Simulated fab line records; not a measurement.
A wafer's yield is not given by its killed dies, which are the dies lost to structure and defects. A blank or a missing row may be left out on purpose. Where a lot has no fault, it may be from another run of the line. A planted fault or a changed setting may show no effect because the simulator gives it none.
Comparing a struck lot with a sound one -- flow nandHarc -- 15 out of 1159 route steps
Sound: wafers L599.2, L599.5, L599.6. Struck: wafers L611.3, L611.6 (left out: L611.5, a lot-mate that was not struck); the cause follows at the end.
At each step with rows: each side's tool, then ch and its chambers, then its first start. Under that, the readings that differ: sound wafers -- struck wafers -- difference of the means -- sigmas: that difference in standard deviations of wafers without a fault.
alike: words and numbers the same on both sides, and readings whose means are apart by under 2 such deviations; not compared: readings that were withheld, readings missing a value for some wafer, numbers with overlapping values and no deviation given by the record, and bounds like >300 which may hide the same value.
A row with sigmas, a row that says differs or no value, or rows on one side alone: a step with any of these is where the two part. Numbers that don't overlap but have no deviation are shown without sigmas and don't part them. A reading that every wafer of one side lacks parts them only if that side has two wafers or more.

NHARC_A_SGD_CUT_ETCH_15: etches the open film in CH3F/O2, target depth 75 nm, time 64.3 s.
  sound on rieDiel-07 ch 0,2,3; struck on rieDiel-07 ch 3
  alike: drypumpMotorCurrentA, oesProductAu, rfVppV, showerheadPlenumPTorr, throttleValvePct
  not compared: rfHoursCounterH
NHARC_A_SGD_CUT_ETCH_16: etches the open film in C4F8/O2/Ar, target depth 310.5 nm, time 155.2 s.
  sound on rieDiel-07 ch 0,1,2; struck on rieDiel-07 ch 2,3
  alike: oesProductAu, rfVppV
  not compared: rfHoursCounterH
then, 1 step without rows for these wafers: NHARC_A_SGD_CUT_STRIP_60 (strips in C4F8/O2/Ar).
NHARC_A_SGD_CUT_STRIP_17: strips in O2.
  sound on rieDiel-07 ch 1,2; struck on rieDiel-07 ch 1,3
  alike: drypumpMotorCurrentA, oesProductAu, rfVppV, showerheadPlenumPTorr, throttleValvePct
  not compared: rfHoursCounterH
then, 4 steps without rows for these wafers: NHARC_A_SGD_CUT_PRECLEAN_18 (cleans in SC1); NHARC_A_SGD_CUT_SRD_19; NHARC_A_SGD_CUT_DEP_20 (deposits SiO2, target thk 150 nm); NHARC_A_SGD_CUT_ANNEAL_27 (time 1800 s).
NHARC_A_SGD_CUT_CMP_21: polishes, target thk 148.19 nm.
  sound on cmp-01 ch 0,1,2, day 13 22:01; struck on cmp-03 ch 0,2, day 17 03:49
reading,sound,struck,difference,sigmas
timeToEndpointS (s),56.0 56.4 55.6,50.3 47.8,-7.0,-3
  alike: motorCurrentA
NHARC_A_SGD_CUT_THK_MEAS_22: measures by ellipsometry.
  sound: filmMetro-02 at day 13 22:12; struck: filmMetro-01 at day 17 04:00
  alike: thkNm
then, 2 steps without rows for these wafers: NHARC_A_SGD_CUT_SRD_23; NHARC_A_SGD_CUT_ETCH_26 (etches SiO2 in dHF, target depth 45.8 nm).
NHARC_A_SGD_CUT_ETCHBACK_24: etches the open film in CH3F/O2, target depth 50 nm, time 92.857 s.
  sound on rieDiel-13 ch 0,1,3, day 13 22:28; struck on rieDiel-07 ch 0, day 17 04:13
reading,sound,struck,difference,sigmas
runLengthS (s),114.4 114.5 113.1,93.4 93.2,-20.7,-38
  alike: drypumpMotorCurrentA, oesProductAu, rfVppV, showerheadPlenumPTorr, throttleValvePct
  not compared: rfHoursCounterH
NHARC_A_SGD_CUT_STRIP_28: strips in O2, time 20 s.
  sound on rieDiel-13 ch 0,3; struck on rieDiel-07 ch 2,3, day 17 04:22
  alike: drypumpMotorCurrentA, oesProductAu, rfVppV, showerheadPlenumPTorr, throttleValvePct
  not compared: rfHoursCounterH
-- break in the record here, with 5 days between the starts of the struck wafers on either side (left off in module A_SGD_CUT, picked up again in module END, where the first step shown is number 1159 on the route) --
NHARC_END_SORT_01:
  only the struck wafers appear in the record here, on prober-02 ch 0 at day 22 00:26; the sound ones have no rows

WHERE THEY PART
At NHARC_A_SGD_CUT_CMP_21 first; at NHARC_END_SORT_01 last (within this record only).

WHY: the cause the simulator had injected
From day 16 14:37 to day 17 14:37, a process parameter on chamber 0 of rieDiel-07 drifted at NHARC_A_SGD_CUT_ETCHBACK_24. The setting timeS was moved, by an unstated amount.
